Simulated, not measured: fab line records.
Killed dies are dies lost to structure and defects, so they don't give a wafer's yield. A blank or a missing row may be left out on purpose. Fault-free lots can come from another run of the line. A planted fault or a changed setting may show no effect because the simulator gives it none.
fab line records	flow n5_finfet
[record] lots = 6	wafers = 16	last_day = 21
route steps=1938 shown BEOL_M12@1608 PASSIVATION@1936
lots with no fault: from the same line, run without faults
start_h: hours from the record's opening day to when the first of the lot's shown wafers began	wait_h: hours from the lot's prior step to this one	" identical to the entry in the row above	L1.1+2: one row covering several wafers at once	- value missing, or start not given	* or withheld: withheld	< > ~ a bound
route shown NAME@n: names a module that has steps shown in the file, with the first one's number in the route	usual: average and standard deviation across the fault-free wafers	same: alike in all rows	chamber/n: place in a boat	sites: per-site readings	_std_site: the standard deviation of these	_edge_site: the outer-site mean with the inner-site mean subtracted	radius_mm: for every site, how far away it sits from the centre of the wafer	mask NAME#n: copy n	behind: the most recent tool/chamber to have shaped the wafer	hold: reason for holding the lot/hours on hold/outcome of the hold	device: transistor that didn't switch, given as n, p or np	end of line: at the end of the route, the tests of the same wafers	for a step that has no rows: nothing shown but its recipe	killed: dies lost to structure and defects at the first sort, not the wafer's yield	map: per-die view of a wafer (x killed, . not killed, _ where there is no die)
set.NAME: setting as actually run; set.NAME@STEP: the setting as run at that earlier step	model.NAME: the simulator's own value behind a step, which no gauge read
lots at some steps of the route; a table a step, a row a wafer
services: when a tool's chamber went out of use (start_h, in hours from the record's first day, below 0 if earlier), for how many hours, and the reason
[[steps]]
[step N5_BEOL_M12_EXPOSE_07]
[recipe] mask_id = V11	na = 0.93	source_shape = conventional	sigma_outer = 0.6	polarization = unpolarized	attpsm_phase_deg = 180	dose_mj = 32.5
[step N5_BEOL_M12_PEB_08]
[recipe] peb_temp_c = 130	peb_time_s = 90
[step N5_BEOL_M12_DEVELOP_09]
[recipe] develop_time_s = 45	rinse_liquid = diw	dry = air_spin	dev_temp_c = 21
[step N5_BEOL_M12_HARDBAKE_14]
[recipe] temp_c = 130	time_s = 120
[step N5_BEOL_M12_CD_MEAS_10]
[recipe] target_cd_nm = 140	landing_energy_ev = 500	detector = se_inlens	polarity = opening
[usual] cd_nm = 139.8/2.9
lot.wafer	tool	chamber	start_h	wait_h	cd_nm
L628.1	cd_sem-02	0	339.47	-	138.6
L628.2	"	0	"	"	138.1
L628.6	"	0	"	"	137.1
L640.1	cd_sem-03	0	390.30	-	139.1
L640.2	"	0	"	"	141.2
L640.4	"	0	"	"	138.1
L645.2	cd_sem-01	0	409.13	-	140.4
L645.3	"	0	"	"	138.2
L644.3	cd_sem-03	0	421.31	-	132.5
L644.4	"	0	"	"	137.0
L642.2	cd_sem-02	0	421.97	-	143.3
L642.3	"	0	"	"	136.7
L642.4	"	0	"	"	138.4
L649.2	cd_sem-03	0	454.84	-	138.6
L649.4	"	0	"	"	138.6
L649.5	"	0	"	"	140.8
[step N5_BEOL_M12_OVL_MEAS_11]
[recipe] points_per_wafer = 44
[usual] V11_OVL = 1/6.3
lot.wafer	tool	chamber	start_h	wait_h	V11_OVL[nm]
L628.1	overlay-01	0	339.50	0.0	-2
L628.2	"	0	"	"	-3
L628.6	"	0	"	"	-3
L640.1	overlay-02	0	390.33	0.0	-1
L640.2	"	0	"	"	-2
L640.4	"	0	"	"	2
L645.2	overlay-01	0	409.16	0.0	0
L645.3	"	0	"	"	-8
L644.3	overlay-02	0	421.33	0.0	-2
L644.4	"	0	"	"	6
L642.2	overlay-02	0	422.00	0.0	5
L642.3	"	0	"	"	2
L642.4	"	0	"	"	7
L649.2	overlay-02	0	454.87	0.0	8
L649.4	"	0	"	"	4
L649.5	"	0	"	"	-7
[step N5_BEOL_M12_INSPECT_12]
[recipe] mode = adi	inspect_instrument = macro
[usual] raw_defect_count = 2/1.5
lot.wafer	tool	chamber	start_h	wait_h	raw_defect_count
L628.1	defect_inspect-02	-	339.53	0.0	1
L628.2	"	-	"	"	2
L628.6	"	-	"	"	3
L640.1	defect_inspect-02	-	390.36	0.0	2
L640.2	"	-	"	"	2
L640.4	"	-	"	"	7
L645.2	defect_inspect-02	-	409.18	0.0	1
L645.3	"	-	"	"	4
L644.3	defect_inspect-02	-	421.36	0.0	0
L644.4	"	-	"	"	2
L642.2	defect_inspect-01	-	422.03	0.0	4
L642.3	"	-	"	"	2
L642.4	"	-	"	"	4
L649.2	defect_inspect-02	-	454.90	0.0	4
L649.4	"	-	"	"	0
L649.5	"	-	"	"	3
[step N5_BEOL_M12_DESCUM_15]
[recipe] chemistry = O2	time_s = 7.9	source_power_w = 50	bias_power_w = 20	pressure_mtorr = 20	rf_frequency_hz = 2.712e+07	temp_c = 40	o2_flow_sccm = 225
[usual] drypump_motor_current_A = 6.0/0.39	oes_product_au = 0.79/0.066	rf_vpp_V = 243.7/1.3	showerhead_plenum_p_Torr = 2.13/0.066	throttle_valve_pct = 20.37/0.2
lot.wafer	tool	chamber	start_h	wait_h	drypump_motor_current_A	oes_product_au	rf_hours_counter_h	rf_vpp_V	showerhead_plenum_p_Torr	throttle_valve_pct
L628.1	rie_diel-05	3	339.56	0.0	6.7	0.79	85	243.7	2.23	20.48
L628.2	"	2	"	"	5.7	0.78	109	242.6	2.08	20.15
L628.6	"	1	"	"	6.1	0.83	-	244.1	2.21	20.62
L640.1	rie_diel-05	1	390.40	0.0	6.2	0.81	102	244.7	2.20	20.69
L640.2	"	2	"	"	5.8	0.78	128	244.0	2.07	20.17
L640.4	"	3	"	"	6.7	0.78	106	246.0	2.22	20.52
L645.2	rie_diel-05	3	409.21	0.0	6.7	0.76	112	245.0	2.22	20.55
L645.3	"	0	"	"	5.7	0.73	143	244.7	2.18	20.21
L644.3	rie_diel-04	1	421.39	0.0	6.3	0.84	93	245.0	2.12	20.54
L644.4	"	0	"	"	5.1	0.84	59	243.5	2.04	20.41
L642.2	rie_diel-05	3	422.06	0.0	6.7	0.76	116	245.7	2.22	20.53
L642.3	"	0	"	"	5.7	0.73	146	242.9	2.18	20.21
L642.4	"	1	"	"	6.1	0.80	111	244.5	2.20	20.69
L649.2	rie_diel-04	2	454.99	0.1	5.7	0.71	197	244.5	2.05	20.28
L649.4	"	0	"	"	5.1	0.83	72	241.6	2.03	20.41
L649.5	"	3	"	"	5.7	0.86	-	242.4	2.12	20.18
[step N5_BEOL_M12_ETCH_59]
[recipe] chemistry = N2/H2	target = BARC	target_depth_a = 890	overetch_a = 267	time_s = 67.9	ion_energy_ev = 200	pressure_mtorr = 30	source_w = 840	bias_w = 150	n2_flow_sccm = 200	h2_flow_sccm = 200
[usual] drypump_motor_current_A = 6.0/0.39	oes_product_au = 0.67/0.051	rf_vpp_V = 525.0/2.1	showerhead_plenum_p_Torr = 2.59/0.075	throttle_valve_pct = 17.84/0.26
lot.wafer	tool	chamber	start_h	wait_h	drypump_motor_current_A	oes_product_au	rf_hours_counter_h	rf_vpp_V	showerhead_plenum_p_Torr	throttle_valve_pct
L628.1	rie_diel-05	3	339.59	0.0	6.7	0.69	85	527.2	2.66	17.58
L628.2	"	2	"	"	5.8	0.68	109	523.0	2.57	17.86
L628.6	"	1	"	"	6.2	0.70	-	526.7	2.70	18.21
L640.1	rie_diel-05	1	390.43	0.0	6.2	0.69	102	527.4	2.69	18.24
L640.2	"	2	"	"	5.8	0.67	128	524.2	2.56	17.88
L640.4	"	3	"	"	6.7	0.67	106	527.6	2.65	17.62
L645.2	rie_diel-05	3	409.25	0.0	6.8	0.66	112	527.6	2.65	17.62
L645.3	"	0	"	"	5.7	0.63	143	525.6	2.63	17.50
L644.3	rie_diel-04	1	421.43	0.0	6.3	0.71	93	525.2	2.59	18.19
L644.4	"	0	"	"	5.1	0.72	59	523.1	2.48	17.89
L642.2	rie_diel-05	3	422.09	0.0	6.7	0.65	116	527.8	2.65	17.63
L642.3	"	0	"	"	5.7	0.63	146	527.0	2.63	17.49
L642.4	"	1	"	"	6.2	0.67	111	527.8	2.68	18.24
L649.2	rie_diel-04	2	455.03	0.0	5.7	0.60	197	523.4	2.51	17.84
L649.4	"	0	"	"	5.1	0.71	72	522.6	2.48	17.91
L649.5	"	3	"	"	5.7	0.73	-	525.1	2.57	17.64
[step N5_BEOL_M12_VIA_ETCH_16]
[recipe] chemistry = C4F8/O2/Ar	target = SiOC	pressure_mtorr = 30	source_w = 3000	bias_w = 700	Ar_flow_sccm = 400	C4F8_flow_sccm = 15	O2_flow_sccm = 8	he_inner_torr = 15	he_outer_torr = 30	target_depth_a = 7248	time_s = withheld	ion_energy_ev = 250	ends = cleared
[usual] drypump_motor_current_A = 6.0/0.39	oes_product_au = 0.71/0.06	rf_vpp_V = 667.0/2.7	showerhead_plenum_p_Torr = 3.47/0.11	throttle_valve_pct = 24.12/0.21
lot.wafer	tool	chamber	start_h	wait_h	drypump_motor_current_A	oes_product_au	rf_vpp_V	showerhead_plenum_p_Torr	throttle_valve_pct
L628.1	rie_diel-05	3	339.65	0.0	6.7	0.72	669.4	3.61	24.20
L628.2	"	2	"	"	5.8	0.71	666.8	3.41	23.99
L628.6	"	1	"	"	6.2	0.75	671.0	3.58	24.36
L640.1	rie_diel-05	1	390.49	0.0	6.2	0.73	670.0	3.57	24.39
L640.2	"	2	"	"	5.7	0.70	667.3	3.40	24.01
L640.4	"	3	"	"	6.7	0.70	670.4	3.60	24.22
L645.2	rie_diel-05	3	409.30	0.0	6.7	0.69	670.3	3.59	24.23
L645.3	"	0	"	"	5.7	0.66	669.8	3.56	23.98
L644.3	rie_diel-04	1	421.48	0.0	6.3	0.75	666.6	3.47	24.46
L644.4	"	0	"	"	5.1	0.76	663.8	3.29	23.96
L642.2	rie_diel-05	3	422.15	0.0	6.7	0.69	669.2	3.59	24.25
L642.3	"	0	"	"	5.7	0.65	668.6	3.56	23.96
L642.4	"	1	"	"	6.2	0.72	669.1	3.56	24.40
L649.2	rie_diel-04	2	455.08	0.0	5.7	0.65	665.9	3.38	24.14
L649.4	"	0	"	"	5.2	0.75	663.3	3.28	23.95
L649.5	"	3	"	"	5.7	0.78	667.1	3.42	23.83
[step N5_BEOL_M12_STRIP_63]
[recipe] chemistry = N2/H2	power_w = 1000	temp_c = 250	h2_frac = 0.65	overash_fraction = 0.3	pressure_mtorr = 1000	n2_flow_sccm = 1750	h2_flow_sccm = 3250
[usual] drypump_motor_current_A = 6.01/0.28	heater_power_w = 313/13	oes_product_au = 0.693/0.0048	strip_time_to_endpoint_s = 42.3/1
lot.wafer	tool	chamber	start_h	wait_h	drypump_motor_current_A	heater_power_w	oes_product_au	rf_hours_counter_h	strip_time_to_endpoint_s
L628.1	plasma_asher-01	0	339.85	-	6.20	307	0.696	114	42.5
L628.2	"	1	"	"	5.71	330	0.693	114	44.7
L628.6	"	1	"	"	5.72	334	0.700	-	42.2
L640.1	plasma_asher-01	0	390.69	-	6.23	309	0.695	127	44.0
L640.2	"	1	"	"	5.73	326	0.694	127	42.8
L640.4	"	0	"	"	6.24	311	0.701	-	42.4
L645.2	plasma_asher-01	0	409.50	-	6.21	311	0.695	131	42.3
L645.3	"	0	"	"	6.22	309	0.689	-	41.6
L644.3	plasma_asher-01	1	421.70	-	5.73	324	0.695	-	43.1
L644.4	"	0	"	"	6.23	308	0.691	-	41.6
L642.2	plasma_asher-01	0	422.35	-	6.27	302	0.694	133	43.3
L642.3	"	0	"	"	6.21	306	0.698	-	42.2
L642.4	"	1	"	"	5.75	323	0.709	-	42.8
L649.2	plasma_asher-02	1	455.39	-	6.43	321	0.689	128	43.0
L649.4	"	1	"	"	6.41	316	0.689	-	41.2
L649.5	"	0	"	"	5.74	291	0.696	-	40.2
[step N5_BEOL_M12_STRIP_64]
[recipe] chemistry = N2/H2	power_w = 1000	temp_c = 250	h2_frac = 0.65	overash_fraction = 0.3	pressure_mtorr = withheld	n2_flow_sccm = 1750	h2_flow_sccm = 3250
[usual] drypump_motor_current_A = 6.01/0.29	heater_power_w = 313/14	oes_product_au = 0.715/0.0045	strip_time_to_endpoint_s = 31.30/0.086
lot.wafer	tool	chamber	start_h	wait_h	drypump_motor_current_A	heater_power_w	oes_product_au	rf_hours_counter_h	strip_time_to_endpoint_s
L628.1	plasma_asher-01	0	339.91	0.0	6.23	300	0.709	114	31.29
L628.2	"	1	"	"	5.75	331	0.712	114	31.38
L628.6	"	1	"	"	5.75	336	0.721	-	31.29
L640.1	plasma_asher-01	0	390.75	0.0	6.21	306	0.716	127	31.40
L640.2	"	1	"	"	5.74	332	0.710	127	31.37
L640.4	"	0	"	"	6.23	310	0.718	-	31.42
L645.2	plasma_asher-01	0	409.56	0.0	6.24	316	0.709	131	31.21
L645.3	"	0	"	"	6.24	302	0.712	-	31.23
L644.3	plasma_asher-01	1	421.76	0.0	5.72	331	0.714	-	31.37
L644.4	"	0	"	"	6.24	300	0.715	-	31.24
L642.2	plasma_asher-01	0	422.41	0.0	6.22	302	0.717	133	31.35
L642.3	"	0	"	"	6.23	300	0.717	-	31.36
L642.4	"	1	"	"	5.71	332	0.717	-	31.37
L649.2	plasma_asher-02	1	455.45	0.0	6.42	311	0.715	128	31.32
L649.4	"	1	"	"	6.43	315	0.716	-	31.34
L649.5	"	0	"	"	5.74	294	0.718	-	31.26
[step N5_BEOL_M12_STRIP_71]
[recipe] chemistry = post_etch_residue_remover	time_s = 60	temp_c = 25	remover_ph = withheld	remover_water_wt_pct = withheld	remover_fluoride_wt_pct = withheld
lot.wafer	tool	chamber	start_h	wait_h
L628.1+2+6	wet_bench-01	7,2,6	339.99	0.1
L640.1+2+4	wet_bench-01	6,3,1	390.83	0.1
L645.2+3	wet_bench-04	4,5	409.65	0.1
L644.3+4	wet_bench-04	5,7	421.83	0.0
L642.2+3+4	wet_bench-01	6,7,2	422.49	0.1
L649.2+4+5	wet_bench-04	0,5,7	455.54	0.1
[step N5_BEOL_M12_SRD_72]
[recipe] time_s = 30	temp_c = 23	rinse_liquid = diw	dry = n2_spin	spin_rpm = 1500	dry_time_s = 30
[step N5_BEOL_M12_CD_MEAS_17]
[recipe] target_cd_nm = 140	polarity = opening
[usual] cd_nm = 140.3/2.8
lot.wafer	tool	chamber	start_h	wait_h	cd_nm
L628.1	cd_sem-03	-	340.05	0.0	139.3
L628.2	"	-	"	"	137.2
L628.6	"	-	"	"	139.1
L640.1	cd_sem-03	-	390.89	0.0	139.4
L640.2	"	-	"	"	140.8
L640.4	"	-	"	"	139.6
L645.2	cd_sem-02	-	409.71	0.0	142.1
L645.3	"	-	"	"	140.3
L644.3	cd_sem-03	-	421.89	0.0	134.1
L644.4	"	-	"	"	138.1
L642.2	cd_sem-01	-	422.55	0.0	144.1
L642.3	"	-	"	"	138.9
L642.4	"	-	"	"	137.3
L649.2	cd_sem-01	-	455.60	0.0	137.4
L649.4	"	-	"	"	138.9
L649.5	"	-	"	"	140.7
[step N5_BEOL_M12_COAT_65]
[recipe] resist = SOC	temp_c = 250	time_s = 60	spin_rpm = 1500	resist_thk_nm = 300
[step N5_BEOL_M12_COAT_66]
[recipe] resist = SiARC	temp_c = 220	time_s = 60	spin_rpm = 1500	resist_thk_nm = 110
[step N5_BEOL_M12_COAT_22]
[recipe] spin_rpm = 2888	resist_thk_nm = 300
[step N5_BEOL_M12_EBR_24]
[recipe] solvent = PGMEA	ebr_width_mm = 1.5
[step N5_BEOL_M12_SOFTBAKE_23]
[recipe] temp_c = 130	time_s = 60
[step N5_BEOL_M12_EXPOSE_25]
[recipe] mask_id = M12	na = 0.93	source_shape = conventional	sigma_outer = 0.4	polarization = unpolarized	dose_mj = 21.8
[step N5_BEOL_M12_PEB_26]
[recipe] peb_temp_c = 130	peb_time_s = 90
[step N5_BEOL_M12_DEVELOP_27]
[recipe] develop_time_s = 45	rinse_liquid = diw	dry = air_spin	dev_temp_c = 21
[step N5_BEOL_M12_HARDBAKE_32]
[recipe] temp_c = 130	time_s = 120
[step N5_BEOL_M12_CD_MEAS_28]
[recipe] target_cd_nm = 160.2	landing_energy_ev = 500	detector = se_inlens	polarity = opening
[usual] cd_nm = 158.8/1.9
lot.wafer	tool	chamber	start_h	wait_h	cd_nm
L628.1	cd_sem-03	0	340.51	-	161.7
L628.2	"	0	"	"	155.3
L628.6	"	0	"	"	157.5
L640.1	cd_sem-03	0	391.22	-	160.1
L640.2	"	0	"	"	157.2
L640.4	"	0	"	"	161.8
L645.2	cd_sem-02	0	410.16	-	160.6
L645.3	"	0	"	"	158.0
L644.3	cd_sem-02	0	422.21	-	157.5
L644.4	"	0	"	"	159.9
L642.2	cd_sem-01	0	423.00	-	158.2
L642.3	"	0	"	"	162.0
L642.4	"	0	"	"	157.4
L649.2	cd_sem-01	0	455.93	-	158.1
L649.4	"	0	"	"	157.9
L649.5	"	0	"	"	158.1
[step N5_BEOL_M12_OVL_MEAS_29]
[recipe] points_per_wafer = 44
[usual] M12_OVL = 2/6.4
lot.wafer	tool	chamber	start_h	wait_h	M12_OVL[nm]
L628.1	overlay-02	0	340.54	0.0	-14
L628.2	"	0	"	"	5
L628.6	"	0	"	"	5
L640.1	overlay-02	0	391.25	0.0	-10
L640.2	"	0	"	"	5
L640.4	"	0	"	"	-2
L645.2	overlay-01	0	410.19	0.0	1
L645.3	"	0	"	"	1
L644.3	overlay-01	0	422.24	0.0	4
L644.4	"	0	"	"	4
L642.2	overlay-02	0	423.03	0.0	0
L642.3	"	0	"	"	14
L642.4	"	0	"	"	-3
L649.2	overlay-02	0	455.95	0.0	3
L649.4	"	0	"	"	5
L649.5	"	0	"	"	-1
[step N5_BEOL_M12_INSPECT_30]
[recipe] mode = adi	inspect_instrument = macro
[usual] raw_defect_count = 2.0/1.6
lot.wafer	tool	chamber	start_h	wait_h	raw_defect_count
L628.1	defect_inspect-02	-	340.56	0.0	7
L628.2	"	-	"	"	0
L628.6	"	-	"	"	4
L640.1	defect_inspect-01	-	391.27	0.0	>300
L640.2	"	-	"	"	>300
L640.4	"	-	"	"	>300
L645.2	defect_inspect-01	-	410.21	0.0	2
L645.3	"	-	"	"	1
L644.3	defect_inspect-02	-	422.27	0.0	5
L644.4	"	-	"	"	2
L642.2	defect_inspect-02	-	423.06	0.0	>300
L642.3	"	-	"	"	>300
L642.4	"	-	"	"	>300
L649.2	defect_inspect-01	-	455.98	0.0	1
L649.4	"	-	"	"	2
L649.5	"	-	"	"	0
[step N5_BEOL_M12_DESCUM_33]
[recipe] chemistry = O2	time_s = 7.9	source_power_w = 50	bias_power_w = 20	pressure_mtorr = 20	rf_frequency_hz = 2.712e+07	temp_c = 40	o2_flow_sccm = 225
[step N5_PASSIVATION_PROBE_49]
[usual] defect_limited_yield = 91.1/1.4	killed_at_M0_to_M3 = 34/9.6	killed_at_M4_up = 15/5.3	killed_at_contacts = 12/6.1	killed_at_front_end = 40/11	killed_at_other = 3.5/2.8	killed_dies = 105/17	killed_on_rim = 14/4.3	killed_open = 70/12	killed_short = 34/7.7	sort_bin_4_leakage = 0.01/0.07	sort_bin_5_function = 5.2/0.97	sort_bin_6_memory = 3.4/0.62	sort_n_pass = 1075/17	sort_yield_pct = 91.1/1.4
[same] gross_dies = 1180	killed_at_back_side = 0	sort_bin_8_speed[%] = 0
lot.wafer	tool	chamber	start_h	wait_h	defect_limited_yield[%]	killed_at_M0_to_M3	killed_at_M4_up	killed_at_contacts	killed_at_front_end	killed_at_other	killed_dies	killed_on_rim	killed_open	killed_short	sort_bin_4_leakage[%]	sort_bin_5_function[%]	sort_bin_6_memory[%]	sort_n_pass	sort_yield_pct[%]
L640.1	prober-01	-	433.44	0.0	87.7	28	70	10	34	3	145	27	68	22	0	5.8	4.2	1035	87.7
L640.2	prober-01	-	433.49	0.1	85.4	28	81	30	32	1	172	31	77	27	0	8.1	3.9	1008	85.4
L640.4	prober-01	-	433.59	0.2	81.7	32	164	9	11	0	216	8	48	15	0	10.4	3.3	964	81.7
L645.2	prober-02	-	449.90	0.1	91.6	21	13	7	55	3	99	12	74	25	0	4.6	3.5	1081	91.6
L645.3	prober-02	-	449.95	0.1	89.7	43	12	15	47	4	121	21	81	37	0	5.5	4.0	1059	89.7
L644.3	prober-01	-	457.03	0.1	92.1	30	21	10	26	6	93	11	53	40	0	4.5	2.9	1087	92.1
L644.4	prober-01	-	457.08	0.2	91.8	28	15	16	34	4	97	16	73	24	0	4.9	3.2	1083	91.8
L642.2	prober-02	-	462.19	0.1	87.0	19	86	2	44	2	153	33	60	24	0	7.0	3.4	1027	87.0
L642.3	prober-02	-	462.24	0.1	80.6	36	139	9	44	1	229	38	81	26	0	11.9	4.0	951	80.6
L642.4	prober-02	-	462.29	0.2	77.3	38	179	8	35	8	268	31	69	38	0	14.2	5.0	912	77.3
L649.2	prober-01	-	500.53	0.1	90.9	27	9	27	40	4	107	15	64	43	0	5.2	3.7	1073	90.9
L649.4	prober-01	-	500.63	0.2	89.9	47	13	23	29	7	119	23	82	37	0	5.7	3.8	1061	89.9
L649.5	prober-01	-	500.68	0.2	90.7	41	8	15	39	7	110	12	81	29	0	4.6	4.2	1070	90.7
// killed by level:class
L640.1 BEOL_M12:unspecified=55 STI_FIN_REVEAL:geometric_particle:open=11 BEOL_M3:geometric_particle:open=10 MOL_CONTACT_COAG:geometric_particle:open=8 BEOL_M1:geometric_particle:open=7 BEOL_M4:geometric_particle:open=6 GATE_CUT:geometric_particle:short=4 GATE_CUT:geometric_particle:open=4
L640.2 BEOL_M12:unspecified=68 MOL_CONTACT_COAG:geometric_particle:open=27 BEOL_M3:geometric_particle:open=13 BEOL_M4:geometric_particle:open=9 GATE_CUT:geometric_particle:short=7 STI_FIN_REVEAL:geometric_particle:open=6 GATE_CUT:geometric_particle:open=5 STARTING-WAFER:geometric_particle:short=5
L640.4 BEOL_M12:unspecified=151 BEOL_M3:geometric_particle:open=13 BEOL_M4:geometric_particle:open=9 MOL_CONTACT_COAG:geometric_particle:open=8 BEOL_M2:geometric_particle:open=7 BEOL_M3:geometric_particle:short=5 FIN_SAQP:geometric_particle:short=2 BEOL_M1:geometric_particle:open=2
L645.2 STI_FIN_REVEAL:geometric_particle:open=18 FIN_SAQP:geometric_particle:open=16 MOL_CONTACT_COAG:geometric_particle:open=6 STARTING-WAFER:geometric_particle:short=6 FIN_SAQP:geometric_particle:short=5 BEOL_M0_SAQP:geometric_particle:short=5 STI_FIN_REVEAL:geometric_particle:short=4 DUMMY_GATE:geometric_particle:open=4
L645.3 BEOL_M0_SAQP:geometric_particle:open=16 MOL_CONTACT_COAG:geometric_particle:open=13 FIN_SAQP:geometric_particle:short=11 BEOL_M2:geometric_particle:open=9 STI_FIN_REVEAL:geometric_particle:open=8 FIN_SAQP:geometric_particle:open=7 BEOL_M0_SAQP:geometric_particle:short=7 BEOL_M3:geometric_particle:open=6
L644.3 FIN_SAQP:geometric_particle:short=9 BEOL_M0_SAQP:geometric_particle:open=9 MOL_CONTACT_COAG:geometric_particle:open=8 BEOL_M2:geometric_particle:open=7 BEOL_M4:geometric_particle:open=7 BEOL_M4:geometric_particle:short=6 BEOL_M0_SAQP:geometric_particle:short=5 BEOL_M2:geometric_particle:short=3
L644.4 MOL_CONTACT_COAG:geometric_particle:open=13 STI_FIN_REVEAL:geometric_particle:open=8 DUMMY_GATE:geometric_particle:open=8 BEOL_M2:geometric_particle:open=8 BEOL_M0_SAQP:geometric_particle:short=7 BEOL_M3:geometric_particle:open=6 BEOL_M6:geometric_particle:open=6 STARTING-WAFER:geometric_particle:open=4
L642.2 BEOL_M12:unspecified=60 BEOL_M4:geometric_particle:open=13 STI_FIN_REVEAL:geometric_particle:open=11 BEOL_M3:geometric_particle:open=10 FIN_SAQP:geometric_particle:short=8 HKMG_FIN:area_etch=8 FIN_SAQP:geometric_particle:open=5 DUMMY_GATE:geometric_particle:open=3
L642.3 BEOL_M12:unspecified=121 STI_FIN_REVEAL:geometric_particle:open=24 BEOL_M0_SAQP:geometric_particle:open=9 MOL_CONTACT_COAG:geometric_particle:open=8 BEOL_M3:geometric_particle:open=8 BEOL_M1:geometric_particle:open=7 BEOL_M0_SAQP:geometric_particle:short=6 BEOL_M7:geometric_particle:short=5
L642.4 BEOL_M12:unspecified=161 STI_FIN_REVEAL:geometric_particle:open=19 BEOL_M3:geometric_particle:open=12 BEOL_M4:geometric_particle:open=11 MOL_CONTACT_COAG:geometric_particle:open=7 BEOL_M2:geometric_particle:short=7 BEOL_M1:geometric_particle:short=5 FIN_SAQP:geometric_particle:short=4
L649.2 MOL_CONTACT_COAG:geometric_particle:open=21 STI_FIN_REVEAL:geometric_particle:open=10 MOL_CONTACT_COAG:geometric_particle:short=6 BEOL_M0_SAQP:geometric_particle:short=6 BEOL_M2:geometric_particle:open=6 FIN_SAQP:geometric_particle:open=5 BEOL_M4:geometric_particle:open=5 GATE_CUT:geometric_particle:short=4
L649.4 MOL_CONTACT_COAG:geometric_particle:open=18 BEOL_M3:geometric_particle:open=18 STI_FIN_REVEAL:geometric_particle:open=13 BEOL_M0_SAQP:geometric_particle:open=7 MOL_CONTACT_COAG:geometric_particle:short=5 BEOL_M0_SAQP:geometric_particle:short=5 BEOL_M1:geometric_particle:open=5 BEOL_M3:geometric_particle:short=4
L649.5 MOL_CONTACT_COAG:geometric_particle:open=12 BEOL_M0_SAQP:geometric_particle:short=11 BEOL_M3:geometric_particle:open=11 FIN_SAQP:geometric_particle:open=9 STI_FIN_REVEAL:geometric_particle:open=8 BEOL_M0_SAQP:geometric_particle:open=8 BEOL_M2:geometric_particle:open=6 ILD0:geometric_particle:open=5
// map L640.4 (x killed, . not)
_________________............________________
______________........x........._____________
___________...........x............__________
__________.........................._________
________....xxx.x.................x..._______
_______......xxx.......................______
______.xxxxxxxxxxxxxx..........x........_____
_____xx.xxxxxxxxx.xx.....................____
____....xxxxxxxxxxxxx...............x.....___
___....xxxxxxxxxxxxx.xxx...................__
___...xxxxxxxxxxxxxxxxx.....x..x...........__
__..xx.xxxxxxxxxxxxxxx......................_
__.....xxxxxxxxxxxxx..x....................._
_....xx.xxxxxxxxxxxx.x.....................x.
_....x.x.xxxxxxxxxx.x..x....x..............x.
_..x..x.xxxxxxxxxxx........x.....x...........
_........x.x.xxx.x....xx.....................
_...x...x..x..x..........x...................
_...........x...........x...............x..x.
_..x....x.x.......x.....x.............x......
_.................xx.x.......................
__x...............x......x.................x_
__.................x..x...x.......x.......x._
___.x.........x.....x......................__
___....................x...................__
____........................x.............___
_____...............x......x.............____
______.........................x........_____
_______......x...........x.........x...______
________.........x...................._______
__________.....x.x.................._________
___________........................__________
______________...........x......_____________
_________________........x...________________
// map L642.4 (x killed, . not)
_________________.x.x.....xxx________________
______________.............x.xx._____________
___________.......x.....x..xxxxxxx.__________
__________x.....x...x...xxxxxxxxxx.x_________
________...............xxxxxxxxxxxxxxx_______
_______........x.......xxxxxxxxxxxxxxx.______
______...............xxxxxxxxxxxxxxxx..x_____
_____.......x..x.......xxxxxxxxxxxxxx....____
____..x.............xxxxxxxxxxxxxxxxxxx...___
___..x....x...........xxxxxxxxxxxxxxx.....x__
___......xx..x........x.xxxxxxxxxxxxxxx....__
__....x..........xx....xxxxxxxxxxxx.x......x_
__....x..................xxxxxxxxx.xx......._
_x.....................x.xxxxx.xx.x........x.
_..........................x...x.xx.....x....
_.................x........x...x.....x.....x.
_x.......x...............x.......x...........
_.x...................................x......
_...............x.................x..........
_..............x..............x.............x
_....x...x.................x...........x.....
__..............x..........xx......x..x....._
__.......x.x.................x.............._
___xxx..xx.....x..x...xxx........x.....x...__
___x.........xx.........x...............x.x__
____.....x.....x.............x.xxx........___
_____.......x.xx.........x...............____
______.........x......x................._____
_______....x...x....x.........x........______
________..x......x.........x.........._______
__________.......x................x._________
___________........................__________
______________........x........x_____________
_________________...x.....x..________________
[[services]]
tool	chamber	start_h	hours	kind
rie_diel-04	2	339.41	7.8	repair
rie_diel-05	0	359.21	8.0	repair
wet_bench-01	-	370.85	1.7	repair
rie_diel-05	-	410.63	0.9	repair
rie_diel-05	1	452.35	1.3	repair
[[key]]
[first_sign] step = N5_BEOL_M12_INSPECT_30	reading = raw_defect_count	direction = up	sigmas = 99+	usual = 2.0	struck = >300
[effect] step = N5_PASSIVATION_PROBE_49	reading = killed_at_M4_up	direction = up	sigmas = 20	usual = 15	struck = 120
[more_kills_born_at] N5_BEOL_M12_STRIP_71@wet_bench-01 = 616
met_at N5_BEOL_M12_STRIP_71
struck_wafers L640.1,L640.2,L640.4,L642.2,L642.3,L642.4
onset_between 339.99 390.83
[fault] kind = chamber_particle_source	tool = wet_bench-01	chamber = -	onset_h = 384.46	steps = N5_BEOL_M12_STRIP_71	rate_per_visit_cm2 = 2.1819	end_h = 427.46
